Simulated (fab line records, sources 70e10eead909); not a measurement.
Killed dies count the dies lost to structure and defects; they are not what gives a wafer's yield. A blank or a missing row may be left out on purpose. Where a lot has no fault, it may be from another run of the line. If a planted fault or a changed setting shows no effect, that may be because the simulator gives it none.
The tool behind it: which one? + flow nand_harc + 22 lots, 66 wafers sampled, at 3 steps of a route of 1159

== WHAT THE GAUGES SHOWED, per wafer ==
NHARC_A_SGD_CUT_CD_MEAS_09: target cd 100 nm.
| lot  | measured     | on        | cd_nm (nm)        |
|------|--------------|-----------|-------------------|
| L075 | day 13 16:17 | cd_sem-01 | 100.0 99.8 99.9   |
| L074 | day 13 16:01 | cd_sem-01 | 100.0 100.2 100.2 |
| L076 | day 14 13:31 | cd_sem-03 | 100.8 100.5 100.3 |
| L079 | day 14 15:37 | cd_sem-02 | 100.0 99.9 100.4  |
| L078 | day 15 01:01 | cd_sem-02 | 100.0 99.9 101.0  |
| L080 | day 15 02:12 | cd_sem-03 | 100.4 100.6 99.5  |
| L081 | day 15 16:05 | cd_sem-02 | 100.8 100.8 100.4 |
| L082 | day 16 08:27 | cd_sem-01 | 100.5 99.7 99.6   |
| L086 | day 16 20:34 | cd_sem-03 | 100.0 99.9 100.2  |
| L084 | day 17 06:53 | cd_sem-01 | 100.5 100.9 101.3 |
| L085 | day 17 08:38 | cd_sem-03 | 100.7 100.1 100.0 |
| L087 | day 17 07:04 | cd_sem-03 | 100.5 100.7 99.8  |
| L090 | day 17 23:52 | cd_sem-03 | 99.9 100.1 99.8   |
| L089 | day 18 00:47 | cd_sem-02 | 100.4 100.1 101.1 |
| L088 | day 17 23:36 | cd_sem-02 | 99.3 99.7 100.5   |
| L091 | day 18 01:44 | cd_sem-02 | 100.5 100.4 100.4 |
| L092 | day 17 23:13 | cd_sem-02 | 100.2 100.7 100.5 |
| L093 | day 18 04:37 | cd_sem-02 | 100.5 100.7 100.0 |
| L095 | day 19 01:32 | cd_sem-02 | 100.1 99.9 99.6   |
| L094 | day 19 00:52 | cd_sem-01 | 101.3 100.9 101.3 |
| L096 | day 19 12:41 | cd_sem-03 | 100.0 100.4 100.0 |
| L097 | day 19 12:59 | cd_sem-01 | 100.2 100.4 99.7  |

== WHAT TOOL EACH LOT RAN ON (gives the tool, then ch and the chambers of the sampled wafers, and finally the start) ==
| lot  | NHARC_A_STAIRCASE_STRIP_316                   | NHARC_A_STAIRCASE_STRIP_476        |
|------|-----------------------------------------------|------------------------------------|
| L075 | rie_diel-08 ch 1,2,3, day 11 21:37 or earlier | rie_diel-02 ch 2,3, day 11 21:37   |
| L074 | rie_diel-02 ch 2,3, day 11 22:50 or earlier   | rie_diel-01 ch 0,3, day 11 22:50   |
| L076 | rie_diel-02 ch 2,3, day 12 15:51 or earlier   | rie_diel-08 ch 1,2, day 12 15:51   |
| L079 | rie_diel-01 ch 0,2,3, day 12 19:45 or earlier | rie_diel-02 ch 0,3, day 12 19:45   |
| L078 | rie_diel-02 ch 0,1, day 13 03:02 or earlier   | rie_diel-08 ch 0,2,3, day 13 03:02 |
| L080 | rie_diel-02 ch 0,1, day 13 05:56 or earlier   | rie_diel-08 ch 0,1,3, day 13 05:56 |
| L081 | rie_diel-01 ch 1,3, day 13 21:06 or earlier   | rie_diel-02 ch 1,2,3, day 13 21:06 |
| L082 | rie_diel-08 ch 1,2,3, day 14 03:01 or earlier | rie_diel-02 ch 2,3, day 14 03:01   |
| L086 | rie_diel-01 ch 0,1,3, day 14 23:02 or earlier | rie_diel-01 ch 0,1,2, day 14 23:02 |
| L084 | rie_diel-02 ch 1,2, day 15 05:22 or earlier   | rie_diel-02 ch 1,2, day 15 05:22   |
| L085 | rie_diel-08 ch 1,2,3, day 15 05:38 or earlier | rie_diel-01 ch 1,3, day 15 05:38   |
| L087 | rie_diel-08 ch 1,2,3, day 15 07:31 or earlier | rie_diel-02 ch 1,2,3, day 15 07:31 |
| L090 | rie_diel-02 ch 0,1,3, day 15 16:06 or earlier | rie_diel-02 ch 1,2, day 15 16:06   |
| L089 | rie_diel-01 ch 0,1, day 15 19:26 or earlier   | rie_diel-01 ch 1,2, day 15 19:26   |
| L088 | rie_diel-02 ch 0,2,3, day 15 21:56 or earlier | rie_diel-02 ch 0,3, day 15 21:56   |
| L091 | rie_diel-01 ch 1,2,3, day 16 04:06 or earlier | rie_diel-02 ch 0,1,2, day 16 04:06 |
| L092 | rie_diel-08 ch 0,2,3, day 16 06:53 or earlier | rie_diel-02 ch 0,3, day 16 06:53   |
| L093 | rie_diel-08 ch 1,2,3, day 16 12:47 or earlier | rie_diel-01 ch 2,3, day 16 12:47   |
| L095 | rie_diel-08 ch 0,3, day 17 03:06 or earlier   | rie_diel-08 ch 0,2,3, day 17 03:06 |
| L094 | rie_diel-08 ch 1,2, day 17 03:46 or earlier   | rie_diel-01 ch 0,1,2, day 17 03:46 |
| L096 | rie_diel-08 ch 0,1, day 17 13:40 or earlier   | rie_diel-08 ch 2,3, day 17 13:40   |
| L097 | rie_diel-08 ch 1,2, day 17 19:43 or earlier   | rie_diel-08 ch 0,1,2, day 17 19:43 |
- NHARC_A_STAIRCASE_STRIP_316: strips in O2.
- NHARC_A_STAIRCASE_STRIP_476: strips in O2, time 20 s.

== AS READ BY THE TOOLS THEMSELVES (means over the sampled wafers that have a number; for cases with no such wafer, the mark the record gives instead) ==
NHARC_A_STAIRCASE_STRIP_316.
| lot  | tool        | drypump_motor_current_A (A) | oes_product_au (a.u.) | rf_vpp_V (V) | showerhead_plenum_p_Torr (Torr) | throttle_valve_pct (%) |
|------|-------------|-----------------------------|-----------------------|--------------|---------------------------------|------------------------|
| L075 | rie_diel-08 | 5.6                         | 1.005                 | 57.4         | 3.46                            | 17.026                 |
| L074 | rie_diel-02 | 6.5                         | 1.002                 | 57.8         | 3.53                            | 17.039                 |
| L076 | rie_diel-02 | 6.6                         | 1.001                 | 57.9         | 3.45                            | 17.036                 |
| L079 | rie_diel-01 | 5.5                         | 1.008                 | 58.2         | 3.63                            | 17.043                 |
| L078 | rie_diel-02 | 5.0                         | 0.994                 | 58.9         | 3.63                            | 17.043                 |
| L080 | rie_diel-02 | 5.1                         | 0.992                 | 58.1         | 3.49                            | 17.038                 |
| L081 | rie_diel-01 | 5.2                         | 1.011                 | 58.0         | 3.59                            | 17.039                 |
| L082 | rie_diel-08 | 5.6                         | 1.005                 | 57.4         | 3.63                            | 17.037                 |
| L086 | rie_diel-01 | 5.6                         | 0.993                 | 57.8         | 3.63                            | 17.038                 |
| L084 | rie_diel-02 | 5.6                         | 0.984                 | 57.2         | 3.42                            | 17.038                 |
| L085 | rie_diel-08 | 5.6                         | 1.000                 | 58.5         | 3.62                            | 17.039                 |
| L087 | rie_diel-08 | 5.6                         | 0.998                 | 57.4         | 3.62                            | 17.039                 |
| L090 | rie_diel-02 | 5.6                         | 0.999                 | 57.9         | 3.49                            | 17.037                 |
| L089 | rie_diel-01 | 5.9                         | 1.000                 | 58.3         | 3.69                            | 17.037                 |
| L088 | rie_diel-02 | 6.0                         | 1.002                 | 58.4         | 3.57                            | 17.039                 |
| L091 | rie_diel-01 | 5.4                         | 0.998                 | 58.6         | 3.54                            | 17.042                 |
| L092 | rie_diel-08 | 5.7                         | 0.994                 | 57.9         | 3.66                            | 17.035                 |
| L093 | rie_diel-08 | 5.6                         | 0.994                 | 57.6         | 3.62                            | 17.034                 |
| L095 | rie_diel-08 | 5.7                         | 0.992                 | 58.0         | 3.59                            | 17.042                 |
| L094 | rie_diel-08 | 5.5                         | 1.003                 | 58.5         | 3.67                            | 17.044                 |
| L096 | rie_diel-08 | 5.4                         | 0.991                 | 58.0         | 3.53                            | 17.031                 |
| L097 | rie_diel-08 | 5.3                         | 1.009                 | 57.6         | 3.55                            | 17.037                 |

NHARC_A_STAIRCASE_STRIP_476.
| lot  | tool        | drypump_motor_current_A (A) | oes_product_au (a.u.) | rf_vpp_V (V) | showerhead_plenum_p_Torr (Torr) | throttle_valve_pct (%) |
|------|-------------|-----------------------------|-----------------------|--------------|---------------------------------|------------------------|
| L075 | rie_diel-02 | 6.5                         | 1.005                 | 58.9         | 3.53                            | 17.038                 |
| L074 | rie_diel-01 | 5.7                         | 0.995                 | 58.5         | 3.73                            | 17.035                 |
| L076 | rie_diel-08 | 5.5                         | 1.007                 | 56.7         | 3.34                            | 17.041                 |
| L079 | rie_diel-02 | 6.0                         | 1.004                 | 57.3         | 3.51                            | 17.032                 |
| L078 | rie_diel-08 | 5.7                         | 1.002                 | 57.4         | 3.50                            | 17.042                 |
| L080 | rie_diel-08 | 5.6                         | 1.000                 | 58.6         | 3.56                            | 17.037                 |
| L081 | rie_diel-02 | 6.1                         | 1.001                 | 57.9         | 3.44                            | 17.030                 |
| L082 | rie_diel-02 | 6.6                         | 1.004                 | 57.5         | 3.45                            | 17.040                 |
| L086 | rie_diel-01 | 5.7                         | 0.995                 | 58.1         | 3.59                            | 17.035                 |
| L084 | rie_diel-02 | 5.6                         | 0.985                 | 57.3         | 3.42                            | 17.031                 |
| L085 | rie_diel-01 | 5.3                         | 1.005                 | 58.4         | 3.58                            | 17.030                 |
| L087 | rie_diel-02 | 6.1                         | 0.990                 | 58.3         | 3.43                            | 17.040                 |
| L090 | rie_diel-02 | 6.1                         | 0.987                 | 58.5         | 3.50                            | 17.039                 |
| L089 | rie_diel-01 | 5.6                         | 1.007                 | 57.5         | 3.51                            | 17.040                 |
| L088 | rie_diel-02 | 5.5                         | 0.998                 | 57.7         | 3.63                            | 17.041                 |
| L091 | rie_diel-02 | 5.5                         | 0.994                 | 57.4         | 3.56                            | 17.031                 |
| L092 | rie_diel-02 | 5.5                         | 1.006                 | 57.1         | 3.63                            | 17.037                 |
| L093 | rie_diel-01 | 5.4                         | 0.986                 | 58.7         | 3.52                            | 17.049                 |
| L095 | rie_diel-08 | 5.7                         | 0.990                 | 58.8         | 3.66                            | 17.028                 |
| L094 | rie_diel-01 | 5.7                         | 0.996                 | 58.4         | 3.58                            | 17.034                 |
| L096 | rie_diel-08 | 5.8                         | 0.992                 | 58.1         | 3.73                            | 17.041                 |
| L097 | rie_diel-08 | 5.5                         | 0.998                 | 57.7         | 3.60                            | 17.039                 |

== THE ANSWER, worked out from the rows above alone ==
Rule: the usual values come from the lots themselves. The widest of any qualifying gaps counts: lots, ordered by their means at a reading, are off when they make up no more than a third of the lots, leave a main group of 4 or more, and stand apart from it by 3 or more times the standard deviation of that group's means. A main group is skipped when, at the precision printed for the reading in the tables above, its means are all equal. Also off: a lot with no number at a reading for which 4 or more lots have one. Any other lot the step has rows for is counted as sound. Order of review: gauges by route order, followed by the tools' own readings, for which a lot's mean as printed above is used. At the first step where some lot is off, the reading lying furthest off is the one used; lots without a number count as furthest.
No lot is off at any reading shown: from this, nothing can be told.

== WHAT HAD BEEN PUT IN BY THE SIMULATOR ==
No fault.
